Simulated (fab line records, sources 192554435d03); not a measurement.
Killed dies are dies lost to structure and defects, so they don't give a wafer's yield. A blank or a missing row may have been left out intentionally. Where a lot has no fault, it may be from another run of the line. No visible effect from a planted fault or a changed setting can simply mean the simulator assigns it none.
What tool caused it? :: flow n5Finfet :: 10 lots, 28 wafers sampled, at 1 step of a route of 1938

== WHAT EACH GAUGE READ, for each wafer ==
N5_MIM_BOT_LITHO_INSPECT_12: inspects for defects (macro).
lot: L428
measured: day 13 17:53
on: defectInspect-01
rawDefectCount: 1 2 2

lot: L429
measured: day 14 16:37
on: defectInspect-01
rawDefectCount: 2 1 7

lot: L432
measured: day 15 12:00
on: defectInspect-02
rawDefectCount: 2 3 1

lot: L434
measured: day 17 03:30
on: defectInspect-01
rawDefectCount: 3 4 0

lot: L435
measured: day 17 03:40
on: defectInspect-01
rawDefectCount: 1 2 1

lot: L436
measured: day 17 11:39
on: defectInspect-02
rawDefectCount: 2 2 3

lot: L439
measured: day 17 22:10
on: defectInspect-02
rawDefectCount: 1 4

lot: L440
measured: day 18 03:52
on: defectInspect-01
rawDefectCount: 1 1

lot: L444
measured: day 18 07:31
on: defectInspect-02
rawDefectCount: 3 0 1

lot: L447
measured: day 20 07:57
on: defectInspect-02
rawDefectCount: 4 2 1

== TOOL THAT RAN EACH LOT (tool first, then ch and the chambers of the sampled wafers, then the start) ==
Before these readings, the record contains no process step.

== AS READ BY THE TOOLS THEMSELVES (means over the sampled wafers that have a number; for cases with no such wafer, the mark the record gives instead) ==
The record holds no such reading with a usual standard deviation.

== THE ANSWER, worked out from the rows above alone ==
Rule: the lots themselves supply what counts as usual. Put in order of their means at a reading, lots are off if they are a third of the lots or fewer, leave a main group of 4 or more, and stand apart from it by a gap of 3 or more times the standard deviation of the main group's means; of several such gaps the widest counts. If all means in a main group match to the digits the tables above print for the reading, that group is not used. Also off: a lot with no number at a reading for which 4 or more lots have one. Where the step has rows for the other lots, those lots are counted as sound. Order of review: gauges by route order, followed by the tools' own readings, for which a lot's mean as printed above is used. At the first step where some lot is off, the reading lying furthest off is the one used; lots without a number count as furthest.
None of the lots is off at any reading shown; this tells nothing.

== WHAT HAD BEEN PUT IN BY THE SIMULATOR ==
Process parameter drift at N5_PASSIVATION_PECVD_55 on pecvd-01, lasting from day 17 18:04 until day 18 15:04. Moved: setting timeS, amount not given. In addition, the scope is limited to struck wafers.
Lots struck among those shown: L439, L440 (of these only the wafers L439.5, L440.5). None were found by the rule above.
